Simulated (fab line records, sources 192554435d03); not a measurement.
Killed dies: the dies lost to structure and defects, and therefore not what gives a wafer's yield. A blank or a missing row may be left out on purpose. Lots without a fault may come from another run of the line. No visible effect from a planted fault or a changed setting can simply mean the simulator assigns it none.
What tool caused it? :: flow n5-finfet :: 12 lots with 33 wafers sampled at 5 steps, on a route of 1938 steps

== WHAT THE GAUGES SHOWED, per wafer ==
N5_BEOL_M5_RS_MEAS_57: the measuring method here is four-point-probe.
lot: L637
measured: day 9 08:15
on: film-metro-02
M5_RS (ohm/sq): 0.400 0.397 0.388

lot: L639
measured: day 10 01:23
on: film-metro-01
M5_RS (ohm/sq): 0.395 0.400

lot: L643
measured: day 10 11:31
on: film-metro-02
M5_RS (ohm/sq): 0.389 0.386 0.400

lot: L640
measured: day 10 11:37
on: film-metro-02
M5_RS (ohm/sq): 0.405 0.396

lot: L644
measured: day 11 11:49
on: film-metro-01
M5_RS (ohm/sq): 0.393 0.384 0.381

lot: L645
measured: day 11 11:55
on: film-metro-01
M5_RS (ohm/sq): 0.378 0.359 0.364

lot: L646
measured: day 11 22:22
on: film-metro-02
M5_RS (ohm/sq): 0.386 0.384 0.381

lot: L648
measured: day 12 22:16
on: film-metro-02
M5_RS (ohm/sq): 0.380 0.380

lot: L649
measured: day 12 23:59
on: film-metro-01
M5_RS (ohm/sq): 0.392 0.364 0.395

lot: L650
measured: day 13 16:32
on: film-metro-02
M5_RS (ohm/sq): 0.401 0.385 0.399

lot: L657
measured: day 14 17:55
on: film-metro-01
M5_RS (ohm/sq): 0.373 0.374 0.377

lot: L660
measured: day 16 05:39
on: film-metro-01
M5_RS (ohm/sq): 0.382 0.382 0.379

N5_BEOL_M6_THK_MEAS_01.
lot: L637
measured: day 9 09:22
on: film-metro-01
M6_ILD_THK (nm): 154.9 152.7 154.7

lot: L639
measured: day 10 02:02
on: film-metro-01
M6_ILD_THK (nm): 153.6 157.3

lot: L643
measured: day 10 12:09
on: film-metro-01
M6_ILD_THK (nm): 151.4 157.3 154.4

lot: L640
measured: day 10 12:16
on: film-metro-01
M6_ILD_THK (nm): 155.3 160.3

lot: L644
measured: day 11 12:27
on: film-metro-01
M6_ILD_THK (nm): 152.8 154.7 158.0

lot: L645
measured: day 11 12:34
on: film-metro-02
M6_ILD_THK (nm): 155.5 158.8 155.8

lot: L646
measured: day 11 23:01
on: film-metro-01
M6_ILD_THK (nm): 156.6 157.4 155.8

lot: L648
measured: day 12 22:56
on: film-metro-02
M6_ILD_THK (nm): 152.3 156.9

lot: L649
measured: day 13 00:37
on: film-metro-01
M6_ILD_THK (nm): 153.5 153.2 156.2

lot: L650
measured: day 13 17:11
on: film-metro-02
M6_ILD_THK (nm): 154.4 156.5 157.7

lot: L657
measured: day 14 18:34
on: film-metro-02
M6_ILD_THK (nm): 124.4 124.1 125.0

lot: L660
measured: day 16 06:17
on: film-metro-01
M6_ILD_THK (nm): 124.3 124.5 124.4

== EACH LOT AND THE TOOL THAT RAN IT (in order: tool; ch and the chambers of the sampled wafers; start) ==
lot: L637
N5_BEOL_M5_ALD_86: ald-metal-03 ch 1,2,3, day 8 23:56
N5_BEOL_M5_SURFACE_TREAT_87: pvd-sputter-02, day 9 00:11
N5_BEOL_M6_ILD_DEP_00: pecvd-01 ch 0,1, day 9 08:19

lot: L639
N5_BEOL_M5_ALD_86: ald-metal-01 ch 0,3, day 9 19:33
N5_BEOL_M5_SURFACE_TREAT_87: pvd-sputter-01, day 9 19:46
N5_BEOL_M6_ILD_DEP_00: pecvd-03 ch 1,2, day 10 01:27

lot: L643
N5_BEOL_M5_ALD_86: ald-metal-04 ch 0,1,2, day 10 05:40
N5_BEOL_M5_SURFACE_TREAT_87: pvd-sputter-03, day 10 05:54
N5_BEOL_M6_ILD_DEP_00: pecvd-01 ch 0,1,2, day 10 11:35

lot: L640
N5_BEOL_M5_ALD_86: ald-metal-03 ch 0,1, day 10 05:45
N5_BEOL_M5_SURFACE_TREAT_87: pvd-sputter-03, day 10 05:59
N5_BEOL_M6_ILD_DEP_00: pecvd-01 ch 0, day 10 11:41

lot: L644
N5_BEOL_M5_ALD_86: ald-metal-04 ch 0,1,2, day 11 05:49
N5_BEOL_M5_SURFACE_TREAT_87: pvd-sputter-01, day 11 06:04
N5_BEOL_M6_ILD_DEP_00: pecvd-03 ch 0,1,2, day 11 11:53

lot: L645
N5_BEOL_M5_ALD_86: ald-metal-01 ch 0,2, day 11 05:49
N5_BEOL_M5_SURFACE_TREAT_87: pvd-sputter-03, day 11 06:05
N5_BEOL_M6_ILD_DEP_00: pecvd-02 ch 0,1,2, day 11 11:59

lot: L646
N5_BEOL_M5_ALD_86: ald-metal-03 ch 0,1,2, day 11 16:16
N5_BEOL_M5_SURFACE_TREAT_87: pvd-sputter-03, day 11 16:38
N5_BEOL_M6_ILD_DEP_00: pecvd-01 ch 0,2, day 11 22:26

lot: L648
N5_BEOL_M5_ALD_86: ald-metal-04 ch 2,3, day 12 15:23
N5_BEOL_M5_SURFACE_TREAT_87: pvd-sputter-01, day 12 16:34
N5_BEOL_M6_ILD_DEP_00: pecvd-03 ch 0,2, day 12 22:20

lot: L649
N5_BEOL_M5_ALD_86: ald-metal-03 ch 1,2,3, day 12 17:56
N5_BEOL_M5_SURFACE_TREAT_87: pvd-sputter-02, day 12 18:11
N5_BEOL_M6_ILD_DEP_00: pecvd-01 ch 0,1,2, day 13 00:03

lot: L650
N5_BEOL_M5_ALD_86: ald-metal-04 ch 0,2,3, day 13 10:37
N5_BEOL_M5_SURFACE_TREAT_87: pvd-sputter-02, day 13 10:54
N5_BEOL_M6_ILD_DEP_00: pecvd-01 ch 0,1,2, day 13 16:36

lot: L657
N5_BEOL_M5_ALD_86: ald-metal-04 ch 1,2,3, day 14 12:01
N5_BEOL_M5_SURFACE_TREAT_87: pvd-sputter-03, day 14 12:19
N5_BEOL_M6_ILD_DEP_00: pecvd-03 ch 0,1,2, day 14 17:59

lot: L660
N5_BEOL_M5_ALD_86: ald-metal-04 ch 0,2, day 15 23:47
N5_BEOL_M5_SURFACE_TREAT_87: pvd-sputter-01, day 16 00:01
N5_BEOL_M6_ILD_DEP_00: pecvd-03 ch 0,1,2, day 16 05:43
- N5_BEOL_M5_ALD_86: deposits TaN, pulse time 2 s, purge time 3 s, co reactant purge time 2 s.
- N5_BEOL_M5_SURFACE_TREAT_87
- N5_BEOL_M6_ILD_DEP_00: deposits SiCOH lowk from DEMS/porogen, target thk 179.75 nm, time 33.4 s.

== AS READ BY THE TOOLS THEMSELVES (means over the sampled wafers that have a number; for cases with no such wafer, the mark the record gives instead) ==
N5_BEOL_M5_ALD_86.
lot: L637
tool: ald-metal-03
heater-power-w (W): 378
mfc-carrier-sccm (sccm): 1500

lot: L639
tool: ald-metal-01
heater-power-w (W): 394
mfc-carrier-sccm (sccm): 1500

lot: L643
tool: ald-metal-04
heater-power-w (W): 403
mfc-carrier-sccm (sccm): 1499

lot: L640
tool: ald-metal-03
heater-power-w (W): 454
mfc-carrier-sccm (sccm): 1499

lot: L644
tool: ald-metal-04
heater-power-w (W): 399
mfc-carrier-sccm (sccm): 1499

lot: L645
tool: ald-metal-01
heater-power-w (W): 446
mfc-carrier-sccm (sccm): 1500

lot: L646
tool: ald-metal-03
heater-power-w (W): 417
mfc-carrier-sccm (sccm): 1500

lot: L648
tool: ald-metal-04
heater-power-w (W): 405
mfc-carrier-sccm (sccm): 1496

lot: L649
tool: ald-metal-03
heater-power-w (W): 378
mfc-carrier-sccm (sccm): 1502

lot: L650
tool: ald-metal-04
heater-power-w (W): 390
mfc-carrier-sccm (sccm): 1496

lot: L657
tool: ald-metal-04
heater-power-w (W): 422
mfc-carrier-sccm (sccm): 1500

lot: L660
tool: ald-metal-04
heater-power-w (W): 366
mfc-carrier-sccm (sccm): 1497

N5_BEOL_M6_ILD_DEP_00.
lot: L637
tool: pecvd-01
heater-power-w (W): 322
showerhead-plenum-p-Torr (Torr): 5.744
throttle-valve-pct (%): 13.8

lot: L639
tool: pecvd-03
heater-power-w (W): 370
showerhead-plenum-p-Torr (Torr): 5.724
throttle-valve-pct (%): 13.6

lot: L643
tool: pecvd-01
heater-power-w (W): 296
showerhead-plenum-p-Torr (Torr): 5.734
throttle-valve-pct (%): 13.5

lot: L640
tool: pecvd-01
heater-power-w (W): 388
showerhead-plenum-p-Torr (Torr): 5.768
throttle-valve-pct (%): 12.3

lot: L644
tool: pecvd-03
heater-power-w (W): 327
showerhead-plenum-p-Torr (Torr): 5.713
throttle-valve-pct (%): 13.6

lot: L645
tool: pecvd-02
heater-power-w (W): 328
showerhead-plenum-p-Torr (Torr): 5.738
throttle-valve-pct (%): 13.4

lot: L646
tool: pecvd-01
heater-power-w (W): 340
showerhead-plenum-p-Torr (Torr): 5.753
throttle-valve-pct (%): 12.8

lot: L648
tool: pecvd-03
heater-power-w (W): 304
showerhead-plenum-p-Torr (Torr): 5.716
throttle-valve-pct (%): 13.5

lot: L649
tool: pecvd-01
heater-power-w (W): 288
showerhead-plenum-p-Torr (Torr): 5.742
throttle-valve-pct (%): 13.3

lot: L650
tool: pecvd-01
heater-power-w (W): 287
showerhead-plenum-p-Torr (Torr): 5.737
throttle-valve-pct (%): 13.5

lot: L657
tool: pecvd-03
heater-power-w (W): 312
showerhead-plenum-p-Torr (Torr): 5.726
throttle-valve-pct (%): 13.6

lot: L660
tool: pecvd-03
heater-power-w (W): 349
showerhead-plenum-p-Torr (Torr): 5.715
throttle-valve-pct (%): 13.7

== THE ANSWER, worked out from the rows above alone ==
Rule: usual is defined by the lots themselves. Put in order of their means at a reading, lots are off if they are a third of the lots or fewer, leave a main group of 4 or more, and stand apart from it by a gap of 3 or more times the standard deviation of the main group's means; of several such gaps the widest counts. If all means in a main group match to the digits the tables above print for the reading, that group is not used. A lot without any number at a reading at which 4 lots or more have one is off too. The other lots that the step has rows for count as sound. After the gauges, taken in route order, come the tools' own readings; for these a lot's mean is taken, as printed above. The first step at which some lot is off is used, and at that step the reading that is off furthest; a lot without a number counts as furthest.
Off: at N5_BEOL_M6_THK_MEAS_01 (M6_ILD_THK), L657, L660. The main group has a mean of 155.5 nm with a standard deviation of 1.2.
If a tool, at a process step before that reading, ran all the lots that are off and no sound lot after the first of them, it fits. The gauges at N5_BEOL_M6_THK_MEAS_01 are tried like those tools. 2 tools fit, ald-metal-04 at N5_BEOL_M5_ALD_86 and pecvd-03 at N5_BEOL_M6_ILD_DEP_00, so this cannot tell which one it is.

== WHAT THE SIMULATOR HAD INSERTED ==
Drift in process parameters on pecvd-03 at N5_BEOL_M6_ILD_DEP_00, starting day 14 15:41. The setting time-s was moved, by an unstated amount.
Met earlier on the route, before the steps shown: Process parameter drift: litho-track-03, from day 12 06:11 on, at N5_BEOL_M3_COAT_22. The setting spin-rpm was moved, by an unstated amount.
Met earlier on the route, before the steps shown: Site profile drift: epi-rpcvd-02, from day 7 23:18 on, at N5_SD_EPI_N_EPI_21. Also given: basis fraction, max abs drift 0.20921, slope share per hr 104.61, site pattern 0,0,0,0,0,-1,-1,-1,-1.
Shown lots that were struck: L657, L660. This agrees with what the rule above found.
